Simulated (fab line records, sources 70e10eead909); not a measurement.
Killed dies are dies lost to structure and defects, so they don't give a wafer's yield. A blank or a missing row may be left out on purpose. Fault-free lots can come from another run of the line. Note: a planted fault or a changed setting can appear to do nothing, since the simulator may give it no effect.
Chamber matching :: flow nand harc :: rie diel-07 running NHARC_P_GATE_DESCUM_61: 4 sister chambers
The step chemistry O2, time 3 s. 7 wafers are shown with their chamber, then 11 later ones without.

== WAFERS PAIRED WITH THEIR CHAMBERS ==
wafer: L078.4
chamber: 0
showerhead plenum p Torr (Torr): 1.81
drypump motor current A (A): 5.4

wafer: L088.1
chamber: 3
showerhead plenum p Torr (Torr): 2.05
drypump motor current A (A): 5.3

wafer: L088.3
chamber: 1
showerhead plenum p Torr (Torr): 1.83
drypump motor current A (A): 5.1

wafer: L091.1
chamber: 3
showerhead plenum p Torr (Torr): 2.05
drypump motor current A (A): 5.3

wafer: L091.3
chamber: 1
showerhead plenum p Torr (Torr): 1.82
drypump motor current A (A): 5.1

wafer: L091.4
chamber: 2
showerhead plenum p Torr (Torr): 2.02
drypump motor current A (A): 5.8

wafer: L092.1
chamber: 2
showerhead plenum p Torr (Torr): 2.02
drypump motor current A (A): 5.9

== WAFERS WHOSE CHAMBER IS MISSING ==
wafer: L092.4
showerhead plenum p Torr (Torr): 2.05
drypump motor current A (A): 5.3

wafer: L092.6
showerhead plenum p Torr (Torr): 2.02
drypump motor current A (A): 5.9

wafer: L094.3
showerhead plenum p Torr (Torr): 1.81
drypump motor current A (A): 5.4

wafer: L094.4
showerhead plenum p Torr (Torr): 2.02
drypump motor current A (A): 5.9

wafer: L094.5
showerhead plenum p Torr (Torr): 1.82
drypump motor current A (A): 5.1

wafer: L095.2
showerhead plenum p Torr (Torr): 2.02
drypump motor current A (A): 5.8

wafer: L095.4
showerhead plenum p Torr (Torr): 2.02
drypump motor current A (A): 5.9

wafer: L095.6
showerhead plenum p Torr (Torr): 1.82
drypump motor current A (A): 5.1

wafer: L096.1
showerhead plenum p Torr (Torr): 1.82
drypump motor current A (A): 5.1

wafer: L096.3
showerhead plenum p Torr (Torr): 1.81
drypump motor current A (A): 5.4

wafer: L096.6
showerhead plenum p Torr (Torr): 2.05
drypump motor current A (A): 5.3

== WHICH CHAMBER EACH ONE RAN IN ==
wafer: L092.4
from the rows above: 3
in truth: 3

wafer: L092.6
from the rows above: 2
in truth: 2

wafer: L094.3
from the rows above: 0
in truth: 0

wafer: L094.4
from the rows above: 2
in truth: 2

wafer: L094.5
from the rows above: 1
in truth: 1

wafer: L095.2
from the rows above: 2
in truth: 2

wafer: L095.4
from the rows above: 2
in truth: 2

wafer: L095.6
from the rows above: 1
in truth: 1

wafer: L096.1
from the rows above: 1
in truth: 1

wafer: L096.3
from the rows above: 0
in truth: 0

wafer: L096.6
from the rows above: 3
in truth: 3
11 of 11 placed correctly. Can't be placed from these rows: 0. Number placed wrongly: 0.
How it was worked out, from the rows above alone: a wafer's distance from a chamber is the root of the sum, over the readings, of the square of ((its reading less the chamber's mean) divided by the reading's scatter). If the next closest chamber is less than 2 further off than the closest, the wafer can't be placed; otherwise it belongs to the closest. Each chamber's mean is taken over the wafers shown for it. The scatter is the square root of a quotient: the sum, over the shown wafers, of each reading's squared deviation from its chamber's mean, divided by wafers minus chambers.
